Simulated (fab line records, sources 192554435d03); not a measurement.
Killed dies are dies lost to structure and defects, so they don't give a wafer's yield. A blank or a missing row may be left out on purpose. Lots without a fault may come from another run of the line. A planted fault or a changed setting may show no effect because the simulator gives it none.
Split-lot experiment | flow n5_finfet | 7 lots, 21 wafers read, on a route of 1938 steps

THE SPLIT
At N5_BEOL_M7_EXPOSE_08 (exposes mask M7), the setting dose_mj was moved away from the recipe's 68.25 on 4 of the 21 wafers read, by -5.8% to +4.8%. The other wafers ran this setting at the recipe's value.

FROM THE SPLIT TO THE READING: what the file shows between them, 7 steps
- N5_BEOL_M7_PEB_09: peb time 60 s
- N5_BEOL_M7_DEVELOP_10: develop time 30 s
- N5_BEOL_M7_DESCUM_16: chemistry O2, time 7.9 s
- N5_BEOL_M7_ETCH_61: etches SiARC in CF4, target depth 45.5 nm, time 75.8 s
- N5_BEOL_M7_ETCH_62: etches SOC in N2/H2, target depth 110 nm, overetch 22 nm, time 165 s
- N5_BEOL_M7_STRIP_68: strips in N2/H2
- N5_BEOL_M7_STRIP_67: strips in CF4

THE READING
BEOL_M7.cd_offset_nm (the simulator's own value, which no gauge read), in nm, at N5_BEOL_M7_HM_OPEN_17 (chemistry Cl2/BCl3, target TiN, target depth 20 nm, overetch 6 nm). The file gives no usual value for it. The 17 wafers here that ran the recipe average -0.4 nm, standard deviation 0.68 nm.

wafer  | tool, chamber at the split | dose_mj as run | against the recipe | BEOL_M7.cd_offset_nm, nm | against lot-mates on the recipe
L085.1 | arfi_scanner-02, 0         | 71.56          | +4.8%              | 2                        | +2.5
L085.2 | arfi_scanner-02, 0         | 68.25          | recipe             | 0.4                      | -
L085.3 | arfi_scanner-02, 0         | 68.25          | recipe             | -1.4                     | -
L084.3 | arfi_scanner-03, 0         | 68.25          | recipe             | 0.6                      | -
L084.4 | arfi_scanner-03, 0         | 68.25          | recipe             | 0.4                      | -
L084.5 | arfi_scanner-03, 0         | 68.25          | recipe             | 0                        | -
L086.3 | arfi_scanner-03, 0         | 68.25          | recipe             | -0.6                     | -
L086.4 | arfi_scanner-03, 0         | 68.25          | recipe             | -0.2                     | -
L086.5 | arfi_scanner-03, 0         | 68.25          | recipe             | -0.8                     | -
L089.1 | arfi_scanner-01, 0         | 68.25          | recipe             | -1.6                     | -
L089.5 | arfi_scanner-01, 0         | 68.25          | recipe             | -1.2                     | -
L089.6 | arfi_scanner-01, 0         | 68.25          | recipe             | -0.2                     | -
L090.2 | arfi_scanner-02, 0         | 68.25          | recipe             | -1                       | -
L090.4 | arfi_scanner-02, 0         | 68.25          | recipe             | -1.2                     | -
L090.5 | arfi_scanner-02, 0         | 68.25          | recipe             | -0.4                     | -
L096.1 | arfi_scanner-03, 0         | 68.25          | recipe             | -0.6                     | -
L096.2 | arfi_scanner-03, 0         | 70.09          | +2.7%              | 1.4                      | +1.4
L096.6 | arfi_scanner-03, 0         | 68.25          | recipe             | 0.6                      | -
L097.2 | arfi_scanner-03, 0         | 64.32          | -5.8%              | -3.8                     | -3.6
L097.4 | arfi_scanner-03, 0         | 64.32          | -5.8%              | -4.2                     | -4.0
L097.5 | arfi_scanner-03, 0         | 68.25          | recipe             | -0.2                     | -

THE FIT
A straight line over all 21 wafers: BEOL_M7.cd_offset_nm changes by +0.594 nm for each +1% of dose_mj; r = +0.90; the points scatter about the line by 0.66 nm.
The same after taking each lot's own level away (the mean of its wafers on the recipe; 21 wafers): +0.612 nm for each +1%; r = +0.94; scatter 0.49 nm.
On that fit, the largest move of dose_mj shifts the reading by 3.5 nm.
The lots' own levels span -1.00 to 0.33 nm, that is 2.0 times the standard deviation above.
So the lot-to-lot level changes the slope little: the two slopes agree.
Check: with one of the wafers moved furthest among these (-5.8%) left out of the fit, the line predicts -3.57 nm for it against its lot-mates. It came out at -3.6 nm against them.

THE WHOLE CHAIN: every reading that the file lists as answering this split, in the file's order
step                  | what it does                                                         | reading                                                               | change (the file's fit)               | r (the file's)
N5_BEOL_M7_ETCH_61    | etches SiARC in CF4, target depth 45.5 nm, time 75.8 s               | BEOL_M7.cd_offset_nm (the simulator's own value, which no gauge read) | +0.58 nm for each +1% of the setting  | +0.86
N5_BEOL_M7_ETCH_62    | etches SOC in N2/H2, target depth 110 nm, overetch 22 nm, time 165 s | BEOL_M7.cd_offset_nm (the simulator's own value, which no gauge read) | +0.641 nm for each +1% of the setting | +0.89
N5_BEOL_M7_HM_OPEN_17 | chemistry Cl2/BCl3, target TiN, target depth 20 nm, overetch 6 nm    | BEOL_M7.cd_offset_nm (the simulator's own value, which no gauge read) | +0.591 nm for each +1% of the setting | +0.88

THE FILE'S OWN FIT
BEOL_M7.cd_offset_nm changes by +0.591 nm for each +1% of dose_mj, r = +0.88.
